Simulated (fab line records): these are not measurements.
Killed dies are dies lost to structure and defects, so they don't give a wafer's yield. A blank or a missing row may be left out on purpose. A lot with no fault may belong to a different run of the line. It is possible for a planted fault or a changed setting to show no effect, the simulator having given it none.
fab line records	flow n5-finfet
[record] lots = 13	wafers = 35	last-day = 18
route steps=1938 shown BEOL_M10@1521 BEOL_M11@1538 PASSIVATION@1936
lots untouched by any fault: they come from a run of this same line in which no faults occurred
start-h: hours from the record's opening day to when the first of the lot's shown wafers began	wait-h: hours elapsed since this lot's preceding step	" as in the row above	L1.1+2: one row covering several wafers at once	- no value present, or no start provided	* or withheld: withheld	< > ~ a bound
route shown NAME@n: names a module that has steps shown in the file, with the first one's number in the route	usual: the fault-free wafers' mean and standard deviation	same: alike in all rows	chamber/n: place in a boat	sites: each site's reading	_std_site: standard deviation across them	_edge_site: mean of outer sites minus mean of inner sites	radius-mm: how far each site lies from the wafer's centre	mask NAME#n: copy n	behind: the most recent tool/chamber to have shaped the wafer	hold: reason for holding the lot/hours on hold/outcome of the hold	device: names the non-switching transistor (n, p or np)	end of line: the same wafers' tests at the end of the route	a step given without rows: its recipe and nothing more	killed: dies lost to structure and defects at the first sort, not the wafer's yield	map: dies across one wafer; x = killed, . = not, _ = none there
set.NAME: the setting the step ran with; set.NAME@STEP: the setting that earlier step ran with	model.NAME: the simulator's own value behind a step, which no gauge read
the route's steps for a sample of lots (tables are steps, rows are wafers)
services: from which hour (start-h, from the record's first day; less than 0 if before it) a tool's chamber was out of use, for how many hours, and why
[[steps]]
[step N5_BEOL_M10_CURE_72]
[recipe] temp-c = 370	time-s = 120	ambient = DMADMS/He	material = SiCOH_lowk
[usual] lamp-power-pct = 52.32/0.052	wafer_temp_C_max = 371.9/0.65
lot.wafer	tool	chamber	start-h	wait-h	lamp-power-pct	wafer_temp_C_max
L446.1	uv-cure-03	1	222.38	0.0	52.37	371.4
L446.4	"	1	"	"	52.32	371.8
L446.6	"	1	"	"	52.34	371.3
L447.2	uv-cure-03	2	232.40	0.1	52.31	372.9
L447.3	"	2	"	"	52.33	373.2
L447.5	"	2	"	"	52.24	372.8
L450.2	uv-cure-02	1	255.61	0.1	52.30	371.1
L450.4	"	1	"	"	52.26	370.9
L450.6	"	1	"	"	52.36	371.3
L453.2	uv-cure-02	1	273.08	0.1	52.28	371.8
L453.3	"	1	"	"	52.31	371.9
L451.5	uv-cure-02	1	279.87	0.2	52.27	371.5
L451.6	"	1	"	"	52.34	371.5
L454.1	uv-cure-03	2	282.40	0.0	52.38	372.0
L454.3	"	2	"	"	52.31	373.1
L454.4	"	2	"	"	52.28	373.1
L457.1	uv-cure-02	2	291.99	0.0	52.31	371.0
L457.2	"	2	"	"	52.38	371.4
L457.4	"	2	"	"	52.34	371.0
L459.2	uv-cure-02	0	299.74	0.1	52.22	372.7
L459.3	"	0	"	"	52.33	372.5
L459.6	"	0	"	"	52.38	372.4
L458.1	uv-cure-02	1	300.30	0.3	52.27	371.6
L458.3	"	1	"	"	52.32	371.0
L464.1	uv-cure-01	0	333.88	0.0	52.36	371.9
L464.5	"	0	"	"	52.26	371.9
L464.6	"	0	"	"	52.37	371.8
L465.3	uv-cure-01	0	341.26	0.2	52.36	371.7
L465.4	"	0	"	"	52.21	371.3
L465.6	"	0	"	"	52.31	371.5
L466.2	uv-cure-03	2	347.85	0.1	52.27	372.4
L466.3	"	2	"	"	52.33	372.6
L466.6	"	2	"	"	52.34	373.4
L468.1	uv-cure-02	0	377.25	0.0	52.34	372.9
L468.4	"	0	"	"	52.30	371.9
[step N5_BEOL_M10_SURFACE_TREAT_76]
[recipe] gas = Ar	time-s = *	ion-energy-ev = *	ion-current-ma-cm2 = 0.5	pressure-mtorr = *	ar-flow-sccm = 30
[usual] throttle-valve-pct = *
lot.wafer	tool	chamber	start-h	wait-h	throttle-valve-pct
L446.1	pvd-sputter-02	-	223.24	0.2	*
L446.4	"	-	"	"	*
L446.6	"	-	"	"	*
L447.2	pvd-sputter-03	-	233.56	0.2	*
L447.3	"	-	"	"	*
L447.5	"	-	"	"	*
L450.2	pvd-sputter-03	-	256.88	0.3	*
L450.4	"	-	"	"	*
L450.6	"	-	"	"	*
L453.2	pvd-sputter-01	-	273.85	0.2	*
L453.3	"	-	"	"	*
L451.5	pvd-sputter-03	-	282.28	0.1	*
L451.6	"	-	"	"	*
L454.1	pvd-sputter-01	-	283.92	0.6	*
L454.3	"	-	"	"	*
L454.4	"	-	"	"	*
L457.1	pvd-sputter-03	-	293.05	0.2	*
L457.2	"	-	"	"	*
L457.4	"	-	"	"	*
L459.2	pvd-sputter-03	-	300.74	0.2	*
L459.3	"	-	"	"	*
L459.6	"	-	"	"	*
L458.1	pvd-sputter-01	-	301.64	0.2	*
L458.3	"	-	"	"	*
L464.1	pvd-sputter-03	-	335.15	0.3	*
L464.5	"	-	"	"	*
L464.6	"	-	"	"	*
L465.3	pvd-sputter-02	-	342.46	0.5	*
L465.4	"	-	"	"	*
L465.6	"	-	"	"	*
L466.2	pvd-sputter-02	-	348.91	0.3	*
L466.3	"	-	"	"	*
L466.6	"	-	"	"	*
L468.1	pvd-sputter-01	-	380.37	0.3	*
L468.4	"	-	"	"	*
[step N5_BEOL_M10_CMP_52]
[recipe] stop-on = SiCOH_lowk	t-overpolish-s = 7	down-force-psi = 1	platen-rpm = 50	clearing-platen-down-force-psi = 1.5	clearing-platen-rpm = 50	post-cmp-clean = cu-alkaline	target-thk-nm = 140	clearing-platen-pad-velocity-m-s = 0.99484	pad-velocity-m-s = 0.99484
[usual] barrier-field-endpoint-s = 28.6/0.77	motor-current-A = 5.8/0.62	overpolish-run-s = 7.001/0.0093	platen-rpm = 50.00/0.036	time-to-endpoint-s = 64/3.4
lot.wafer	tool	chamber	start-h	wait-h	barrier-field-endpoint-s	motor-current-A	overpolish-run-s	platen-rpm	time-to-endpoint-s
L446.1	cmp-02	1	225.82	0.3	28.9	5.2	7.002	50.03	67
L446.4	"	3	"	"	28.9	6.6	7.004	50.00	63
L446.6	"	1	"	"	29.1	5.1	7.006	49.90	63
L447.3	cmp-04	2	234.54	0.2	28.5	5.3	6.988	50.01	63
L447.2	"	0	"	"	27.9	6.1	6.998	50.01	60
L447.5	"	3	"	"	27.8	6.2	6.999	50.01	61
L450.2	cmp-04	1	257.79	0.2	28.9	5.9	7.005	49.95	66
L450.4	"	3	"	"	29.2	6.0	7.005	49.97	63
L450.6	"	1	"	"	28.6	5.7	7.001	49.99	63
L453.2	cmp-03	3	275.56	0.2	30.6	5.2	6.988	50.04	72
L453.3	"	1	"	"	29.7	7.0	6.997	50.00	62
L451.5	cmp-04	1	283.19	0.2	28.6	5.7	7.014	50.01	62
L451.6	"	2	"	"	29.0	5.2	6.999	50.00	66
L454.1	cmp-04	2	285.38	0.3	29.3	5.1	6.986	49.98	68
L454.3	"	3	"	"	28.8	5.8	6.992	49.94	68
L454.4	"	0	"	"	29.1	6.3	6.989	50.02	66
L457.4	cmp-03	0	294.25	0.2	28.5	5.3	6.997	49.96	65
L457.2	"	1	"	"	27.5	6.8	7.009	50.00	58
L457.1	"	2	"	"	28.4	6.3	7.027	50.00	64
L459.3	cmp-04	0	301.53	0.2	28.4	6.1	7.004	50.02	61
L459.2	"	2	"	"	29.0	5.1	7.009	50.02	66
L459.6	"	0	"	"	28.1	5.9	6.990	50.00	63
L458.3	cmp-04	2	302.41	0.2	28.6	5.5	7.004	50.03	65
L458.1	"	0	"	"	27.6	6.0	7.011	50.04	63
L464.1	cmp-04	0	335.90	0.3	27.1	6.1	7.010	52.03	61
L464.5	"	3	"	"	26.5	5.8	6.981	52.08	65
L464.6	"	0	"	"	25.7	6.2	7.003	52.02	64
L465.3	cmp-04	2	343.26	0.2	27.2	5.3	6.984	52.00	66
L465.4	"	3	"	"	27.7	6.1	7.021	51.93	65
L465.6	"	2	"	"	28.3	5.1	6.988	52.05	67
L466.3	cmp-02	2	349.70	0.2	29.3	5.2	7.013	49.99	69
L466.2	"	3	"	"	28.6	7.0	6.999	49.99	65
L466.6	"	1	"	"	29.4	5.2	7.011	49.99	68
L468.1	cmp-03	3	381.18	0.3	30.4	5.1	7.004	49.99	74
L468.4	"	0	"	"	30.2	5.1	7.002	50.04	72
[step N5_BEOL_M11_THK_MEAS_01]
[recipe] reads = SiCOH_lowk_of_BEOL_M11_ILD_DEP_00
[usual] M11_ILD_THK = 267/3.7
lot.wafer	tool	chamber	start-h	wait-h	M11_ILD_THK[nm]
L446.1	film-metro-02	-	226.90	0.4	266
L446.4	"	-	"	"	270
L446.6	"	-	"	"	272
L447.2	film-metro-01	-	236.10	0.7	265
L447.3	"	-	"	"	262
L447.5	"	-	"	"	267
L450.2	film-metro-01	-	258.99	0.4	264
L450.4	"	-	"	"	269
L450.6	"	-	"	"	274
L453.2	film-metro-02	-	276.64	0.4	264
L453.3	"	-	"	"	259
L451.5	film-metro-01	-	284.13	0.1	269
L451.6	"	-	"	"	272
L454.1	film-metro-02	-	286.90	0.8	262
L454.3	"	-	"	"	264
L454.4	"	-	"	"	268
L457.1	film-metro-02	-	295.29	0.4	265
L457.2	"	-	"	"	270
L457.4	"	-	"	"	269
L459.2	film-metro-01	-	302.61	0.4	265
L459.3	"	-	"	"	267
L459.6	"	-	"	"	269
L458.1	film-metro-02	-	303.57	0.4	263
L458.3	"	-	"	"	265
L464.1	film-metro-02	-	337.24	0.4	266
L464.5	"	-	"	"	270
L464.6	"	-	"	"	264
L465.3	film-metro-02	-	344.79	0.5	266
L465.4	"	-	"	"	268
L465.6	"	-	"	"	269
L466.2	film-metro-01	-	350.75	0.4	264
L466.3	"	-	"	"	265
L466.6	"	-	"	"	266
L468.1	film-metro-01	-	382.26	0.4	271
L468.4	"	-	"	"	274
[step N5_PASSIVATION_PROBE_49]
[usual] defect-limited-yield = 91.7/1.7	killed_at_M0_to_M3 = 34/10	killed_at_M4_up = 13/5.1	killed-at-contacts = 12/6.2	killed-at-front-end = 36/12	killed-at-other = 3.2/2.6	killed-dies = 98/20	killed-open = 65/13	killed-short = 32/8.4	sort_bin_5_function = 4.8/1.1	sort_bin_6_memory = 3.2/0.74	sort_bin_8_speed = 0.00/0.012	sort-n-pass = 1082/20	sort-yield-pct = 91.7/1.7
[same] gross-dies = 1180	killed-at-back-side = 0	sort_bin_4_leakage[%] = 0
lot.wafer	tool	chamber	start-h	wait-h	defect-limited-yield[%]	killed_at_M0_to_M3	killed_at_M4_up	killed-at-contacts	killed-at-front-end	killed-at-other	killed-dies	killed-open	killed-short	sort_bin_5_function[%]	sort_bin_6_memory[%]	sort_bin_8_speed[%]	sort-n-pass	sort-yield-pct[%]
L446.1	prober-02	-	278.84	0.0	92.8	41	16	3	24	1	85	50	35	4.4	2.5	0	1095	92.8
L446.4	prober-02	-	278.99	0.2	92.8	26	12	12	32	3	85	52	32	4.3	2.6	0	1095	92.8
L446.6	prober-02	-	279.09	0.3	90.1	43	10	18	41	5	117	79	38	6.4	3.4	0	1063	90.1
L447.2	prober-01	-	279.94	0.1	93.5	28	16	9	22	2	77	53	21	3.9	2.5	0	1103	93.5
L447.3	prober-01	-	279.99	0.1	93.6	40	10	11	15	0	76	54	21	3.3	3.0	0	1104	93.6
L447.5	prober-01	-	280.09	0.2	92.9	23	13	11	35	2	84	48	36	3.7	3.2	0	1096	92.9
L450.2	prober-01	-	308.77	0.1	93.2	37	17	7	17	2	80	57	21	3.6	2.9	0	1100	93.2
L450.4	prober-01	-	308.87	0.2	91.6	43	17	9	30	0	99	69	29	5.8	2.4	0	1081	91.6
L450.6	prober-01	-	308.97	0.3	91.5	43	17	11	29	0	100	64	34	5.3	2.8	0	1080	91.5
L453.2	prober-01	-	320.01	0.1	91.9	34	12	11	38	1	96	66	24	4.4	3.1	0	1084	91.9
L453.3	prober-01	-	320.06	0.1	92.6	32	15	13	27	0	87	58	29	3.9	3.3	0	1093	92.6
L451.5	prober-02	-	327.34	0.2	93.1	22	13	3	41	2	81	45	27	3.5	2.3	0	1099	93.1
L451.6	prober-02	-	327.39	0.3	93.4	16	8	14	38	2	78	56	22	3.6	2.8	0	1102	93.4
L454.1	prober-02	-	331.27	0.0	88.7	35	13	10	73	2	133	81	51	6.9	3.9	0	1047	88.7
L454.3	prober-02	-	331.37	0.1	87.1	73	13	4	56	6	152	87	64	6.9	5.3	0	1028	87.1
L454.4	prober-02	-	331.42	0.2	88.9	38	23	12	54	4	131	78	53	6.9	4.0	0	1049	88.9
L457.1	prober-01	-	339.82	0.0	93.3	21	15	2	38	3	79	54	25	3.2	3.1	0	1101	93.3
L457.2	prober-01	-	339.87	0.1	92.5	32	11	6	37	3	89	59	30	4.8	2.6	0	1091	92.5
L457.4	prober-01	-	339.97	0.2	94.6	14	17	4	21	8	64	45	19	3.5	1.9	0	1116	94.6
L458.1	prober-01	-	350.89	0.0	93.4	29	11	14	23	1	78	54	22	4.0	2.5	0	1102	93.4
L458.3	prober-01	-	350.99	0.1	93.5	28	7	7	33	2	77	54	22	3.9	2.5	0	1103	93.5
L459.2	prober-02	-	353.84	0.1	90.1	34	22	6	54	1	117	67	50	5.5	3.8	0	1063	90.1
L459.3	prober-02	-	353.89	0.1	92.0	28	9	3	51	3	94	62	32	4.7	3.1	0	1086	92.0
L459.6	prober-02	-	354.04	0.3	91.0	25	11	17	50	3	106	78	26	5.5	3.2	0	1074	91.0
L464.1	prober-02	-	381.90	0.0	92.6	33	15	7	32	0	87	63	24	4.6	2.8	0	1093	92.6
L464.5	prober-02	-	382.10	0.2	92.0	31	16	6	40	1	94	59	34	4.8	2.7	0	1086	92.0
L464.6	prober-02	-	382.15	0.3	90.6	28	16	13	54	0	111	71	40	5.7	2.9	0	1069	90.6
L465.3	prober-02	-	392.07	0.1	93.1	22	12	11	35	2	82	57	23	4.6	2.2	0	1098	93.1
L465.4	prober-02	-	392.12	0.2	92.9	30	12	5	31	6	84	51	31	4.2	2.7	0	1096	92.9
L465.6	prober-02	-	392.22	0.3	89.2	41	22	18	39	8	128	74	51	5.7	4.1	0	1052	89.2
L466.2	prober-02	-	395.45	0.1	91.0	36	25	10	35	0	106	75	30	4.5	4.0	0	1074	91.0
L466.3	prober-02	-	395.50	0.1	90.2	37	22	9	46	2	116	76	39	5.8	3.5	0	1064	90.2
L466.6	prober-02	-	395.65	0.3	90.3	43	22	9	41	0	115	85	29	5.9	3.6	0.08	1064	90.2
L468.1	prober-01	-	434.16	0.0	92.5	28	10	25	23	2	88	66	22	4.2	2.9	0	1092	92.5
L468.4	prober-01	-	434.31	0.2	93.2	24	19	12	22	3	80	57	23	4.1	2.7	0	1100	93.2
// killed by level:class
L446.1 BEOL_M0_SAQP:geometric-particle:short=14 BEOL_M0_SAQP:geometric-particle:open=13 BEOL_M4:geometric-particle:open=8 GATE_CUT:geometric-particle:short=5 FIN_SAQP:geometric-particle:short=3 STI_FIN_REVEAL:geometric-particle:open=3 BEOL_M2:geometric-particle:open=3 BEOL_M7:geometric-particle:open=3
L446.4 BEOL_M2:geometric-particle:open=10 MOL_CONTACT_COAG:geometric-particle:open=8 BEOL_M0_SAQP:geometric-particle:open=6 FIN_SAQP:geometric-particle:open=5 STI_FIN_REVEAL:geometric-particle:open=5 BEOL_M0_SAQP:geometric-particle:short=5 FIN_SAQP:geometric-particle:short=3 STARTING-WAFER:geometric-particle:short=3
L446.6 MOL_CONTACT_COAG:geometric-particle:open=16 BEOL_M0_SAQP:geometric-particle:short=15 BEOL_M2:geometric-particle:open=10 DUMMY_GATE:geometric-particle:open=8 BEOL_M0_SAQP:geometric-particle:open=7 FIN_SAQP:geometric-particle:open=6 FIN_SAQP:geometric-particle:short=6 STI_FIN_REVEAL:geometric-particle:open=6
L447.2 MOL_CONTACT_COAG:geometric-particle:open=7 STI_FIN_REVEAL:geometric-particle:open=5 DUMMY_GATE:geometric-particle:open=5 BEOL_M0_SAQP:geometric-particle:open=5 BEOL_M0_SAQP:geometric-particle:short=5 BEOL_M2:geometric-particle:open=5 BEOL_M3:geometric-particle:open=5 BEOL_M5:geometric-particle:open=5
L447.3 MOL_CONTACT_COAG:geometric-particle:open=9 BEOL_M2:geometric-particle:open=9 BEOL_M0_SAQP:geometric-particle:short=8 BEOL_M3:geometric-particle:open=8 BEOL_M0_SAQP:geometric-particle:open=7 STI_FIN_REVEAL:geometric-particle:open=5 BEOL_M1:geometric-particle:open=5 DUMMY_GATE:geometric-particle:open=3
L447.5 GATE_CUT:geometric-particle:short=9 MOL_CONTACT_COAG:geometric-particle:open=7 BEOL_M1:geometric-particle:open=6 MOL_CONTACT_COAG:geometric-particle:short=4 STARTING-WAFER:geometric-particle:open=4 BEOL_M1:geometric-particle:short=4 BEOL_M3:geometric-particle:short=4 BEOL_M4:geometric-particle:open=4
L450.2 BEOL_M2:geometric-particle:open=11 DUMMY_GATE:geometric-particle:open=7 MOL_CONTACT_COAG:geometric-particle:open=7 BEOL_M0_SAQP:geometric-particle:short=7 BEOL_M1:geometric-particle:open=6 BEOL_M0:geometric-particle:open=5 STI_FIN_REVEAL:geometric-particle:open=4 BEOL_M4:geometric-particle:open=4
L450.4 BEOL_M4:geometric-particle:open=10 BEOL_M0_SAQP:geometric-particle:open=8 MOL_CONTACT_COAG:geometric-particle:open=8 BEOL_M0_SAQP:geometric-particle:short=7 FIN_SAQP:geometric-particle:open=6 BEOL_M2:geometric-particle:open=6 BEOL_M3:geometric-particle:open=6 BEOL_M0:geometric-particle:open=5
L450.6 BEOL_M2:geometric-particle:open=15 MOL_CONTACT_COAG:geometric-particle:open=11 BEOL_M0_SAQP:geometric-particle:short=8 FIN_SAQP:geometric-particle:short=7 BEOL_M3:geometric-particle:open=7 GATE_CUT:geometric-particle:open=5 BEOL_M4:geometric-particle:short=5 BEOL_M0_SAQP:geometric-particle:open=4
L453.2 BEOL_M1:geometric-particle:open=11 BEOL_M4:geometric-particle:open=9 MOL_CONTACT_COAG:geometric-particle:open=9 STI_FIN_REVEAL:geometric-particle:open=7 HKMG_FIN:area-etch=6 FIN_SAQP:geometric-particle:open=5 FIN_SAQP:geometric-particle:short=5 BEOL_M0:geometric-particle:open=5
L453.3 MOL_CONTACT_COAG:geometric-particle:open=10 BEOL_M4:geometric-particle:open=9 BEOL_M3:geometric-particle:open=8 FIN_SAQP:geometric-particle:open=7 FIN_SAQP:geometric-particle:short=5 BEOL_M0_SAQP:geometric-particle:short=5 DUMMY_GATE:geometric-particle:open=4 BEOL_M3:geometric-particle:short=4
L451.5 FIN_SAQP:geometric-particle:open=10 HKMG_FIN:area-etch=9 FIN_SAQP:geometric-particle:short=8 BEOL_M3:geometric-particle:open=7 STI_FIN_REVEAL:geometric-particle:open=6 BEOL_M0_SAQP:geometric-particle:short=4 MOL_CONTACT_COAG:geometric-particle:open=3 BEOL_M0:geometric-particle:open=3
L451.6 MOL_CONTACT_COAG:geometric-particle:open=12 STI_FIN_REVEAL:geometric-particle:open=9 FIN_SAQP:geometric-particle:short=7 BEOL_M3:geometric-particle:open=6 FIN_SAQP:geometric-particle:open=5 STARTING-WAFER:geometric-particle:open=5 BEOL_M1:geometric-particle:open=4 BEOL_M2:geometric-particle:open=3
L454.1 FIN_SAQP:geometric-particle:short=23 FIN_SAQP:geometric-particle:open=11 STI_FIN_REVEAL:geometric-particle:open=11 BEOL_M0_SAQP:geometric-particle:open=9 DUMMY_GATE:geometric-particle:open=8 MOL_CONTACT_COAG:geometric-particle:open=8 BEOL_M0_SAQP:geometric-particle:short=8 BEOL_M0:geometric-particle:open=8
L454.3 BEOL_M0_SAQP:geometric-particle:short=21 BEOL_M0_SAQP:geometric-particle:open=18 FIN_SAQP:geometric-particle:open=16 BEOL_M1:geometric-particle:open=16 BEOL_M1:geometric-particle:short=9 STI_FIN_REVEAL:geometric-particle:open=8 DUMMY_GATE:geometric-particle:open=8 BEOL_M4:geometric-particle:short=8
L454.4 FIN_SAQP:geometric-particle:short=17 BEOL_M0_SAQP:geometric-particle:short=14 FIN_SAQP:geometric-particle:open=13 BEOL_M0_SAQP:geometric-particle:open=12 DUMMY_GATE:geometric-particle:open=9 MOL_CONTACT_COAG:geometric-particle:open=9 BEOL_M4:geometric-particle:open=9 BEOL_M4:geometric-particle:short=6
L457.1 STI_FIN_REVEAL:geometric-particle:open=12 BEOL_M3:geometric-particle:open=7 BEOL_M1:geometric-particle:open=6 BEOL_M4:geometric-particle:open=6 GATE_CUT:geometric-particle:short=5 FIN_SAQP:geometric-particle:short=4 FIN_SAQP:geometric-particle:open=4 BEOL_M3:geometric-particle:short=3
L457.2 FIN_SAQP:geometric-particle:short=8 STI_FIN_REVEAL:geometric-particle:open=7 BEOL_M3:geometric-particle:open=7 GATE_CUT:geometric-particle:short=5 MOL_CONTACT_COAG:geometric-particle:open=5 BEOL_M0_SAQP:geometric-particle:short=5 BEOL_M0_SAQP:geometric-particle:open=5 BEOL_M1:geometric-particle:open=5
L457.4 BEOL_M4:geometric-particle:open=11 STI_FIN_REVEAL:geometric-particle:open=7 BEOL_M3:geometric-particle:open=7 FIN_SAQP:geometric-particle:short=3 MOL_CONTACT_COAG:geometric-particle:open=3 BEOL_M0_SAQP:geometric-particle:open=3 PAD_METAL:geometric-particle:open=3 DUMMY_GATE:geometric-particle:open=2
L458.1 MOL_CONTACT_COAG:geometric-particle:open=14 FIN_SAQP:geometric-particle:short=5 BEOL_M1:geometric-particle:open=5 BEOL_M2:geometric-particle:open=5 STARTING-WAFER:geometric-particle:short=4 BEOL_M0_SAQP:geometric-particle:open=4 BEOL_M0_SAQP:geometric-particle:short=4 BEOL_M3:geometric-particle:open=4
L458.3 FIN_SAQP:geometric-particle:open=10 MOL_CONTACT_COAG:geometric-particle:open=7 BEOL_M2:geometric-particle:open=7 FIN_SAQP:geometric-particle:short=5 STI_FIN_REVEAL:geometric-particle:open=4 BEOL_M0_SAQP:geometric-particle:open=4 BEOL_M0_SAQP:geometric-particle:short=4 BEOL_M1:geometric-particle:open=4
L459.2 BEOL_M0_SAQP:geometric-particle:short=12 FIN_SAQP:geometric-particle:short=11 FIN_SAQP:geometric-particle:open=9 BEOL_M4:geometric-particle:open=9 GATE_CUT:geometric-particle:short=7 BEOL_M2:geometric-particle:open=7 BEOL_M0_SAQP:geometric-particle:open=6 ILD0:geometric-particle:open=5
L459.3 BEOL_M1:geometric-particle:open=13 FIN_SAQP:geometric-particle:open=10 STI_FIN_REVEAL:geometric-particle:open=9 GATE_CUT:geometric-particle:short=9 ILD0:geometric-particle:open=4 GATE_CUT:geometric-particle:open=4 BEOL_M3:geometric-particle:open=4 BEOL_M0_SAQP:geometric-particle:short=3
L459.6 MOL_CONTACT_COAG:geometric-particle:open=15 FIN_SAQP:geometric-particle:short=10 FIN_SAQP:geometric-particle:open=10 BEOL_M0_SAQP:geometric-particle:open=7 BEOL_M1:geometric-particle:open=7 ILD0:geometric-particle:open=6 SPACER0:geometric-particle:open=5 GATE_CUT:geometric-particle:open=4
L464.1 BEOL_M2:geometric-particle:open=11 MOL_CONTACT_COAG:geometric-particle:open=7 BEOL_M0_SAQP:geometric-particle:open=7 BEOL_M1:geometric-particle:open=7 BEOL_M4:geometric-particle:open=7 FIN_SAQP:geometric-particle:open=5 FIN_SAQP:geometric-particle:short=4 STI_FIN_REVEAL:geometric-particle:open=4
L464.5 BEOL_M0_SAQP:geometric-particle:open=8 DUMMY_GATE:geometric-particle:open=7 FIN_SAQP:geometric-particle:short=6 BEOL_M0_SAQP:geometric-particle:short=6 BEOL_M2:geometric-particle:open=6 STI_FIN_REVEAL:geometric-particle:open=5 BEOL_M4:geometric-particle:open=5 STARTING-WAFER:geometric-particle:short=5
L464.6 FIN_SAQP:geometric-particle:open=15 STI_FIN_REVEAL:geometric-particle:open=9 MOL_CONTACT_COAG:geometric-particle:open=9 BEOL_M1:geometric-particle:open=8 FIN_SAQP:geometric-particle:short=7 BEOL_M4:geometric-particle:open=6 BEOL_M3:geometric-particle:open=5 DUMMY_GATE:geometric-particle:short=5
L465.3 MOL_CONTACT_COAG:geometric-particle:open=9 DUMMY_GATE:geometric-particle:open=7 BEOL_M0_SAQP:geometric-particle:open=7 STARTING-WAFER:geometric-particle:short=6 FIN_SAQP:geometric-particle:open=5 FIN_SAQP:geometric-particle:short=4 BEOL_M1:geometric-particle:open=4 BEOL_M3:geometric-particle:open=4
L465.4 STI_FIN_REVEAL:geometric-particle:open=8 FIN_SAQP:geometric-particle:open=6 BEOL_M0_SAQP:geometric-particle:open=6 BEOL_M0_SAQP:geometric-particle:short=5 BEOL_M1:geometric-particle:open=5 BEOL_M4:geometric-particle:short=4 BEOL_M4:geometric-particle:open=4 PASS1_CAP:geometric-particle:open=4
L465.6 MOL_CONTACT_COAG:geometric-particle:open=11 BEOL_M0_SAQP:geometric-particle:short=10 BEOL_M4:geometric-particle:open=10 MOL_CONTACT_COAG:geometric-particle:short=7 BEOL_M3:geometric-particle:open=7 BEOL_M4:geometric-particle:short=7 BEOL_M1:geometric-particle:open=6 BEOL_M2:geometric-particle:open=6
L466.2 BEOL_M4:geometric-particle:open=16 BEOL_M2:geometric-particle:open=13 MOL_CONTACT_COAG:geometric-particle:open=9 GATE_CUT:geometric-particle:short=6 BEOL_M3:geometric-particle:open=6 STI_FIN_REVEAL:geometric-particle:open=5 FIN_SAQP:geometric-particle:short=4 DUMMY_GATE:geometric-particle:open=4
L466.3 FIN_SAQP:geometric-particle:short=15 FIN_SAQP:geometric-particle:open=11 BEOL_M2:geometric-particle:open=11 BEOL_M3:geometric-particle:open=10 BEOL_M4:geometric-particle:open=8 MOL_CONTACT_COAG:geometric-particle:open=7 BEOL_M0_SAQP:geometric-particle:open=6 DUMMY_GATE:geometric-particle:open=5
L466.6 BEOL_M4:geometric-particle:open=12 BEOL_M2:geometric-particle:open=11 FIN_SAQP:geometric-particle:open=9 MOL_CONTACT_COAG:geometric-particle:open=8 BEOL_M0_SAQP:geometric-particle:short=8 BEOL_M1:geometric-particle:open=8 FIN_SAQP:geometric-particle:short=6 STI_FIN_REVEAL:geometric-particle:open=6
L468.1 MOL_CONTACT_COAG:geometric-particle:open=20 BEOL_M0_SAQP:geometric-particle:open=11 BEOL_M4:geometric-particle:open=7 BEOL_M0_SAQP:geometric-particle:short=6 BEOL_M1:geometric-particle:open=6 MOL_CONTACT_COAG:geometric-particle:short=5 STARTING-WAFER:geometric-particle:open=4 FIN_SAQP:geometric-particle:open=3
L468.4 FIN_SAQP:geometric-particle:open=10 MOL_CONTACT_COAG:geometric-particle:open=10 BEOL_M0_SAQP:geometric-particle:short=8 BEOL_M1:geometric-particle:open=6 BEOL_M4:geometric-particle:open=6 BEOL_M5:geometric-particle:open=6 BEOL_M0_SAQP:geometric-particle:open=3 BEOL_M2:geometric-particle:open=3
[[services]]
tool	chamber	start-h	hours	kind
uv-cure-01	-	202.40	0.3	repair
uv-cure-03	-	202.90	12.5	repair
cmp-04	-	210.32	21.3	pm
cmp-02	-	223.08	0.3	repair
uv-cure-01	-	227.77	2.8	pm
uv-cure-02	-	231.73	3.9	repair
cmp-04	-	249.41	4.6	pm
pvd-sputter-01	-	260.51	3.0	repair
uv-cure-03	-	269.42	7.5	pm
uv-cure-02	-	284.96	2.9	repair
cmp-04	-	293.47	3.0	repair
cmp-04	-	297.69	3.6	repair
cmp-03	-	310.81	1.6	repair
cmp-02	-	311.44	6.1	pm
cmp-03	-	316.38	4.0	pm
cmp-04	-	326.54	7.1	pm
uv-cure-02	-	332.01	5.0	pm
cmp-04	-	336.19	2.5	repair
uv-cure-02	-	340.04	0.8	repair
cmp-03	-	343.22	4.0	pm
cmp-04	-	348.12	2.1	repair
cmp-03	-	362.01	5.8	pm
uv-cure-03	-	372.83	0.7	repair
uv-cure-03	-	381.07	7.5	pm
[[key]]
[first-sign] step = N5_BEOL_M10_CMP_52	reading = platen-rpm	direction = up	sigmas = 55	usual = 50.00	struck = 52.02
[effect] step = N5_BEOL_M10_CMP_52	reading = barrier-field-endpoint-s	direction = down	sigmas = 2	usual = 28.6	struck = 27.1
met-at N5_BEOL_M10_CMP_52
struck-lots L464,L465
not-acting-at N5_BEOL_M10_CURE_72,N5_BEOL_M10_SURFACE_TREAT_76,N5_BEOL_M11_THK_MEAS_01
onset-between 302.41 335.90
[fault] kind = process-parameter-drift	tool = cmp-04	chamber = -	onset-h = 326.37	steps = N5_BEOL_M10_CMP_52	channel = platen-rpm	offset = 2	shape = step	end-h = 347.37	acts-in = these-recipes-only	stated = 50
